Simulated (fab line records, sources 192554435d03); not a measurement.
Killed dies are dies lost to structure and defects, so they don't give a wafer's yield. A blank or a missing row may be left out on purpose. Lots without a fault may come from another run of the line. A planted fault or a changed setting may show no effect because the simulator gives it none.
Which tool did it? | flow n5_finfet | 10 lots, 30 wafers sampled, at 6 steps of a route of 1938

WHAT THE GAUGES READ, wafer by wafer
N5_BEOL_M4_RC_MEAS_101. Usual: DIBL_N 36.3 mV/V, standard deviation 1.7; DIBL_P 36.3 mV/V, standard deviation 2.2; IOFF_N 0.16 nA/um, standard deviation 0.034; IOFF_P 0.21 nA/um, standard deviation 0.038; ION_N 673 uA/um, standard deviation 13; ION_P 461 uA/um, standard deviation 8.3; SS_N 71.5 mV/dec, standard deviation 0.55; SS_P 73.3 mV/dec, standard deviation 0.67; VT_N 250 mV, standard deviation 3.4; VT_P -251 mV, standard deviation 3.5.
lot  | measured     | on        | DIBL_N (mV/V)  | DIBL_P (mV/V)  | IOFF_N (nA/um) | IOFF_P (nA/um) | ION_N (uA/um) | ION_P (uA/um) | SS_N (mV/dec)  | SS_P (mV/dec)  | VT_N (mV)   | VT_P (mV)      | flag
L248 | day 8 19:18  | prober-02 | 33.0 35.9 35.8 | 31.4 35.7 35.9 | 0.10 0.15 0.14 | 0.14 0.19 0.20 | 658 667 672   | 456 461 464   | 71.1 71.4 71.2 | 71.6 73.1 73.4 | 256 253 252 | -255 -254 -253 |
L249 | day 9 01:31  | prober-01 | 37.5 35.6 39.1 | 39.8 37.9 42.1 | 0.24 0.21 0.29 | 0.25 0.21 0.29 | 685 682 690   | 460 458 464   | 72.3 71.8 73.6 | 73.0 72.4 74.3 | 243 245 239 | -250 -249 -245 |
L250 | day 9 13:10  | prober-01 | 34.6 39.0 37.8 | 33.7 39.7 38.0 | 0.13 0.23 0.19 | 0.17 0.27 0.25 | 665 695 684   | 451 472 464   | 71.7 72.1 71.8 | 72.1 73.6 74.3 | 253 245 248 | -254 -248 -248 |
L265 | day 12 23:26 | prober-02 | 39.4 35.8 37.2 | 39.6 34.8 37.5 | 0.22 0.13 0.18 | 0.27 0.18 0.23 | 699 669 688   | 475 462 471   | 71.7 71.5 71.2 | 73.7 72.2 74.1 | 244 255 248 | -247 -251 -250 |
L266 | day 13 02:16 | prober-01 | 35.2 39.5 39.0 | 35.0 41.1 38.8 | 0.12 0.22 0.19 | 0.20 0.32 0.28 | 673 702 686   | 474 489 479   | 71.0 71.9 71.5 | 72.3 74.4 73.7 | 252 244 246 | -250 -243 -244 |
L267 | day 13 05:31 | prober-02 | 36.2 34.7 35.2 | 34.5 33.2 33.5 | 0.15 0.13 0.14 | 0.20 0.17 0.18 | 660 667 661   | 455 455 450   | 72.0 70.9 71.3 | 73.7 73.3 73.4 | 249 250 251 | -250 -255 -251 |
L268 | day 13 08:58 | prober-02 | 36.2 38.1 38.4 | 35.5 37.5 38.9 | 0.14 0.18 0.20 | 0.17 0.20 0.23 | 662 671 693   | 453 455 465   | 71.2 71.8 71.8 | 73.1 73.8 74.1 | 253 248 248 | -256 -251 -253 |

WHICH TOOL RAN EACH LOT (tool, then ch and the chambers of the sampled wafers, then the start)
lot  | N5_BEOL_M2_ALD_84                   | N5_BEOL_M2_SURFACE_TREAT_85  | N5_BEOL_M2_SPUTTER_48        | N5_BEOL_M2_ANNEAL_49         | N5_BEOL_M2_CMP_52
L248 | ald_metal-04 ch 0,1,3, day 7 08:23  | pvd_sputter-03, day 7 08:44  | pvd_sputter-01, day 7 09:01  | pvd_sputter-01, day 7 09:05  | cmp-03 ch 0,1,2, day 7 11:32
L249 | ald_metal-03 ch 0,1, day 8 01:26    | pvd_sputter-03, day 8 01:45  | pvd_sputter-03, day 8 02:01  | pvd_sputter-03, day 8 02:05  | cmp-03 ch 0,2,3, day 8 04:49
L250 | ald_metal-04 ch 0,3, day 8 09:57    | pvd_sputter-03, day 8 10:13  | pvd_sputter-03, day 8 10:30  | pvd_sputter-03, day 8 10:35  | cmp-04 ch 1,2, day 8 12:46
L261 | ald_metal-04 ch 0,1,2, day 10 17:56 | pvd_sputter-03, day 10 18:20 | pvd_sputter-02, day 10 18:41 | pvd_sputter-02, day 10 18:46 | cmp-02 ch 0,1,2, day 10 21:01
L262 | ald_metal-04 ch 0,2,3, day 11 01:46 | pvd_sputter-03, day 11 01:59 | pvd_sputter-01, day 11 02:17 | pvd_sputter-01, day 11 02:22 | cmp-03 ch 0,1,2, day 11 04:37
L263 | ald_metal-03 ch 0,2,3, day 11 19:52 | pvd_sputter-02, day 11 20:12 | pvd_sputter-02, day 11 20:26 | pvd_sputter-02, day 11 20:31 | cmp-04 ch 0,2,3, day 11 22:41
L265 | ald_metal-04 ch 1,2, day 11 20:21   | pvd_sputter-01, day 11 20:38 | pvd_sputter-03, day 11 21:01 | pvd_sputter-03, day 11 21:06 | cmp-03 ch 0,1,3, day 11 23:25
L266 | ald_metal-01 ch 0,2,3, day 11 23:23 | pvd_sputter-03, day 11 23:37 | pvd_sputter-01, day 12 01:26 | pvd_sputter-01, day 12 01:31 | cmp-02 ch 2,3, day 12 03:50
L267 | ald_metal-01 ch 0,1,3, day 12 04:29 | pvd_sputter-03, day 12 04:47 | pvd_sputter-01, day 12 05:13 | pvd_sputter-01, day 12 05:17 | cmp-04 ch 0,1,3, day 12 07:38
L268 | ald_metal-01 ch 0,2, day 12 06:59   | pvd_sputter-01, day 12 07:14 | pvd_sputter-01, day 12 07:28 | pvd_sputter-01, day 12 07:33 | cmp-02 ch 1,3, day 12 09:56
- N5_BEOL_M2_ALD_84: deposits TaN, pulse time 2 s, purge time 3 s, co reactant purge time 2 s.
- N5_BEOL_M2_SURFACE_TREAT_85
- N5_BEOL_M2_SPUTTER_48: material Cu, target thk 4.5 nm, time 8.29 s.
- N5_BEOL_M2_ANNEAL_49: time 240 s.
- N5_BEOL_M2_CMP_52: polishes, stops on SiOC, t overpolish 6.8 s, target thk 40 nm.

WHAT THE TOOLS THEMSELVES READ (means of the sampled wafers that have a number; where no wafer has one, the mark that the record gives instead)
N5_BEOL_M2_ALD_84. Usual: chamber_pressure_Torr 3.000 Torr, standard deviation 0.0064; heater_power_outer_w 232 W, standard deviation 19; heater_power_w 412 W, standard deviation 32.
lot  | tool         | chamber_pressure_Torr (Torr) | heater_power_outer_w (W) | heater_power_w (W) | flag
L248 | ald_metal-04 | 3.002                        | 227                      | 401                |
L249 | ald_metal-03 | 3.000                        | 235                      | 404                |
L250 | ald_metal-04 | 3.001                        | 235                      | 411                |
L261 | ald_metal-04 | -                            | -                        | -                  | OFF
L262 | ald_metal-04 | -                            | -                        | -                  | OFF
L263 | ald_metal-03 | -                            | -                        | -                  | OFF
L265 | ald_metal-04 | 3.004                        | 232                      | 437                |
L266 | ald_metal-01 | 3.000                        | 247                      | 433                |
L267 | ald_metal-01 | 3.005                        | 240                      | 428                |
L268 | ald_metal-01 | 3.009                        | 246                      | 438                |

N5_BEOL_M2_SURFACE_TREAT_85. Usual: ar_flow_sccm 30.01 sccm, standard deviation 0.094.
lot  | tool           | ar_flow_sccm (sccm) | flag
L248 | pvd_sputter-03 | 29.97               |
L249 | pvd_sputter-03 | 30.07               |
L250 | pvd_sputter-03 | 29.97               |
L261 | pvd_sputter-03 | 30.04               |
L262 | pvd_sputter-03 | 30.06               |
L263 | pvd_sputter-02 | 30.07               |
L265 | pvd_sputter-01 | 30.04               |
L266 | pvd_sputter-03 | 30.03               |
L267 | pvd_sputter-03 | 29.91               |
L268 | pvd_sputter-01 | 29.88               |

N5_BEOL_M2_SPUTTER_48. Usual: throttle_valve_pct 30.0 %, standard deviation 1.2.
lot  | tool           | throttle_valve_pct (%) | flag
L248 | pvd_sputter-01 | 29.9                   |
L249 | pvd_sputter-03 | 30.5                   |
L250 | pvd_sputter-03 | 30.2                   |
L261 | pvd_sputter-02 | 28.8                   |
L262 | pvd_sputter-01 | 30.6                   |
L263 | pvd_sputter-02 | 29.4                   |
L265 | pvd_sputter-03 | 29.8                   |
L266 | pvd_sputter-01 | 29.9                   |
L267 | pvd_sputter-01 | 30.0                   |
L268 | pvd_sputter-01 | 30.5                   |

N5_BEOL_M2_ANNEAL_49. Usual: heater_power_w 804 W, standard deviation 61; susceptor_temp_C_max 401.0, standard deviation 0.31.
lot  | tool           | heater_power_w (W) | susceptor_temp_C_max | flag
L248 | pvd_sputter-01 | 831                | 401.2                |
L249 | pvd_sputter-03 | 817                | 400.9                |
L250 | pvd_sputter-03 | 866                | 401.3                |
L261 | pvd_sputter-02 | 740                | 400.7                |
L262 | pvd_sputter-01 | 799                | 400.9                |
L263 | pvd_sputter-02 | 731                | 401.0                |
L265 | pvd_sputter-03 | 871                | 401.1                |
L266 | pvd_sputter-01 | 786                | 401.0                |
L267 | pvd_sputter-01 | 833                | 400.9                |
L268 | pvd_sputter-01 | 790                | 400.9                |

N5_BEOL_M2_CMP_52. Usual: barrier_field_endpoint_s 24.7 s, standard deviation 0.56; motor_current_A 6.1 A, standard deviation 0.67.
lot  | tool   | barrier_field_endpoint_s (s) | motor_current_A (A) | flag
L248 | cmp-03 | 24.6                         | 6.0                 |
L249 | cmp-03 | 24.2                         | 6.1                 |
L250 | cmp-04 | 24.7                         | 6.2                 |
L261 | cmp-02 | 23.3                         | 5.2                 |
L262 | cmp-03 | 23.4                         | 6.1                 |
L263 | cmp-04 | 22.4                         | 5.9                 | OFF
L265 | cmp-03 | 24.8                         | 6.5                 |
L266 | cmp-02 | 25.0                         | 5.7                 |
L267 | cmp-04 | 25.3                         | 6.4                 |
L268 | cmp-02 | 23.9                         | 5.9                 |

THE ANSWER, worked out from the rows above alone
Rule: a lot is off if the mean of its wafers that have a number lies more than 3 standard deviations from the usual mean. A lot without any number at a reading at which 4 lots or more have one is off too. The other lots that the step has rows for count as sound. The gauges are gone through in route order, then the tools' own readings, and for those a lot's mean is taken as printed above. The first step at which some lot is off is used, and at that step the reading that is off furthest; a lot without a number counts as furthest.
Off: L261, L262, L263, at N5_BEOL_M2_ALD_84 (chamber_pressure_Torr). Without a number there: L261, L262, L263.
A tool fits if, at that step or a process step before it, it ran every lot that is off, and no sound lot after the first of them. None of those tried fits.

WHAT THE SIMULATOR HAD PUT IN
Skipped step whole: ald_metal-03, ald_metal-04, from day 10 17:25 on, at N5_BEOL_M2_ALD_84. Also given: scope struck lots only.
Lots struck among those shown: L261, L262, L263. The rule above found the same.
